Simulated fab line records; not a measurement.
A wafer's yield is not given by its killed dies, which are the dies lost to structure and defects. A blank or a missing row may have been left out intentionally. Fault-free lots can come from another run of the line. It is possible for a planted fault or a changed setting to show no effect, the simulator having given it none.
Which tool did it? | flow n5-finfet | Sampling: 6 lots, 18 wafers, 2 of 1938 route steps

## WHAT THE GAUGES READ, wafer by wafer
N5_BEOL_M6_CD_MEAS_28: target cd 40 nm.
lot  | measured     | on        | cd-nm (nm)
L926 | day 9 07:45  | cd-sem-03 | 40.09 40.23 40.03
L927 | day 9 18:57  | cd-sem-03 | 40.26 40.62 40.70
L934 | day 11 07:43 | cd-sem-02 | 39.96 39.92 40.02
L933 | day 12 02:41 | cd-sem-01 | 40.37 40.27 39.83
L941 | day 13 10:15 | cd-sem-01 | 40.14 39.68 40.10
L945 | day 14 01:18 | cd-sem-01 | 40.10 40.42 39.91

## WHAT TOOL EACH LOT RAN ON (gives the tool, then ch and the chambers of the sampled wafers, and finally the start)
lot  | N5_BEOL_M6_EXPOSE_25
L926 | euv-scanner-01 ch 0, day 9 07:38
L927 | euv-scanner-01 ch 0, day 9 18:49
L934 | euv-scanner-02 ch 0, day 11 07:35
L933 | euv-scanner-02 ch 0, day 12 02:34
L941 | euv-scanner-02 ch 0, day 13 10:07
L945 | euv-scanner-02 ch 0, day 14 01:10
- N5_BEOL_M6_EXPOSE_25: exposes mask V5, target cd 40 nm.

## THE ANSWER, worked out from the rows above alone
Rule: the lots themselves supply what counts as usual. Put in order of their means at a reading, lots are off if they are a third of the lots or fewer, leave a main group of 4 or more, and stand apart from it by a gap of 3 or more times the standard deviation of the main group's means; of several such gaps the widest counts. If all means in a main group match to the digits the tables above print for the reading, that group is not used. Also off: a lot with no number at a reading for which 4 or more lots have one. Any other lot the step has rows for is counted as sound.
Off, at N5_BEOL_M6_CD_MEAS_28 on cd-nm: L927. For the main group the mean is 40.07 nm and the standard deviation 0.084.
A tool fits if, at a process step before that reading, it ran every lot that is off, and no sound lot after the first of them. Those tools and the gauges at N5_BEOL_M6_CD_MEAS_28 are tried in the same way. Can't be told from this: 2 tools fit, euv-scanner-01 at N5_BEOL_M6_EXPOSE_25, cd-sem-03 at N5_BEOL_M6_CD_MEAS_28.

## WHAT THE SIMULATOR HAD INSERTED
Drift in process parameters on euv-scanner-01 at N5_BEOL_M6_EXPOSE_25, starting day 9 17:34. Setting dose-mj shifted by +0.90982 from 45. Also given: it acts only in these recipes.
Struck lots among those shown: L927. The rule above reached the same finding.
